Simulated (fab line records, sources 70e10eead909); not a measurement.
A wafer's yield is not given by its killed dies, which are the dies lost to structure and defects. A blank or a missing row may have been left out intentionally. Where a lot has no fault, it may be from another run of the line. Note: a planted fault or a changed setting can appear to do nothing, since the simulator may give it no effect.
Comparing a struck lot with a sound one ; flow nand-harc ; 13 out of 1302 route steps
Sound: these wafers, L282.2, L282.4, L282.5. Struck: wafer L277.1. (L277.6 of the same lot was not struck and is left out.) The cause comes at the end.
Each step with rows lists, per side, the tool, then ch with its chambers, then its first start. Under that, the readings that differ: sound wafers ; struck wafers ; difference of the means ; sigmas: that difference in standard deviations of wafers without a fault.
alike: words and numbers the same on both sides, and readings whose means are apart by under 2 such deviations; not compared: readings that were withheld, readings missing a value for some wafer, numbers with overlapping values and no deviation given by the record, and bounds like >300 which may hide the same value.
A row with sigmas, a row that says differs or no value, or rows on one side alone: a step with any of these is where the two part. Non-overlapping numbers with no deviation appear without sigmas and do not part them. A reading that every wafer of one side lacks parts them only if that side has two wafers or more.

first, 4 steps without rows for these wafers: NHARC_A_STAIRCASE_PEB_182 (peb time 130 s); NHARC_A_STAIRCASE_DEVELOP_183 (time 140 s); NHARC_A_STAIRCASE_HARDBAKE_185 (time 140 s); NHARC_A_STAIRCASE_DESCUM_186 (chemistry O2, time 3 s).
NHARC_A_STAIRCASE_TRIM_187: chemistry O2, time 211.2 s.
  sound on rie-diel-07 ch 0,1,2, day 23 10:54; struck on rie-diel-06 ch 3, day 20 23:05
  alike: drypump-motor-current-A, oes-product-au, rf-vpp-V, showerhead-plenum-p-Torr, throttle-valve-pct
  not compared: rf-hours-counter-h
NHARC_A_STAIRCASE_ETCH_188: etches the open film in C4F8/O2, target depth 100 nm, time 40.5 s.
  sound: rie-diel-07 ch 0,1,3; struck: rie-diel-06 ch 0
  alike: oes-product-au, rf-vpp-V
  not compared: rf-hours-counter-h
NHARC_A_STAIRCASE_TRIM_189: chemistry O2, time 211.2 s.
  sound: rie-diel-07 ch 0,1,2; struck: rie-diel-06 ch 0
  alike: drypump-motor-current-A, oes-product-au, rf-vpp-V, showerhead-plenum-p-Torr, throttle-valve-pct
  not compared: rf-hours-counter-h
then, 2 steps without rows for these wafers: NHARC_A_STAIRCASE_ETCH_190 (etches the open film in C4F8/O2, target depth 100 nm, time 40.5 s); NHARC_A_STAIRCASE_TRIM_191 (chemistry O2, time 211.2 s).
NHARC_A_STAIRCASE_ETCH_192: etches the open film in C4F8/O2, target depth 100 nm, time 40.5 s.
  sound: rie-diel-07 ch 1,2,3; struck: rie-diel-06 ch 0
  alike: oes-product-au, rf-vpp-V
  not compared: rf-hours-counter-h
NHARC_A_STAIRCASE_TRIM_193: chemistry O2, time 211.2 s.
  sound: rie-diel-07 ch 1,3; struck: rie-diel-06 ch 1
  alike: drypump-motor-current-A, oes-product-au, rf-vpp-V, showerhead-plenum-p-Torr, throttle-valve-pct
  not compared: rf-hours-counter-h
NHARC_A_STAIRCASE_ETCH_194: etches the open film in C4F8/O2, target depth 100 nm, time 40.5 s.
  sound on rie-diel-07 ch 0,2,3, day 23 11:44; struck on rie-diel-06 ch 2, day 21 00:16
reading;sound;struck;difference;sigmas
oes-product-au (a.u.);0.951 0.931 0.945;0.768;-0.174;-15
  alike: rf-vpp-V
  not compared: rf-hours-counter-h
-- record jumps: 9 days between struck wafers' starts before vs after; left off in module A_STAIRCASE, resumes in module END, first step shown is number 1302 of the route --
NHARC_END_SORT_01:
  the record has rows for the struck wafers here (prober-02 ch 0, day 29 15:32) and none for the sound ones

WHERE THEY PART
Last at NHARC_END_SORT_01 as far as this record goes, first at NHARC_A_STAIRCASE_ETCH_194.

WHY: what the simulator had put in
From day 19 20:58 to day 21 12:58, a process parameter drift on rie-diel-06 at NHARC_A_STAIRCASE_ETCH_194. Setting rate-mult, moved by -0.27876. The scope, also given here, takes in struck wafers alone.
